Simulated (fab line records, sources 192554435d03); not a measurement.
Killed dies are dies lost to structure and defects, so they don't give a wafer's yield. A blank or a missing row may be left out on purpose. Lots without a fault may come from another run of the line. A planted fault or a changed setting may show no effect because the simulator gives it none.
Chamber matching | flow n5_finfet | N5_BEOL_M11_DEP_56 on pecvd-04: 3 sister chambers
The step deposits SiCN from 3MS/NH3, target thk 30 nm, time 10.5 s. 3 wafers are shown with their chamber, then 8 later ones without.

WAFERS WITH THEIR CHAMBER
wafer  | chamber | throttle_valve_pct (%)
L085.4 | 1       | 19.1
L087.6 | 0       | 19.5
L090.1 | 2       | 16.4

WAFERS WITHOUT THEIR CHAMBER
wafer  | throttle_valve_pct (%)
L090.2 | 19.5
L090.5 | 19.4
L095.1 | 19.4
L095.3 | 16.2
L095.4 | 19.1
L094.1 | 18.9
L094.4 | 19.5
L094.6 | 16.5

WHICH CHAMBER EACH WENT THROUGH
wafer  | from the rows above     | in truth
L090.2 | 0                       | 0
L090.5 | can't be placed: 0 or 1 | 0
L095.1 | can't be placed: 0 or 1 | 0
L095.3 | 2                       | 2
L095.4 | 1                       | 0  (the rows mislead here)
L094.1 | 1                       | 1
L094.4 | 0                       | 0
L094.6 | 2                       | 2
Placed correctly: 5 of 8. Can't be placed from these rows: 2 (the true chamber is among the candidates in 2). Placed wrongly: 1.
How it was worked out, from the rows above alone: a wafer's distance from a chamber is the root of the sum, over the readings, of the square of ((its reading less the chamber's mean) divided by the reading's scatter). The wafer belongs to the nearest chamber; if the next one is less than 2 further off, it can't be placed. A chamber's mean is the mean of its shown wafers. The scatter: with one shown wafer a chamber, the root of the mean of the squares of how far each hidden wafer lies from its nearest shown one.
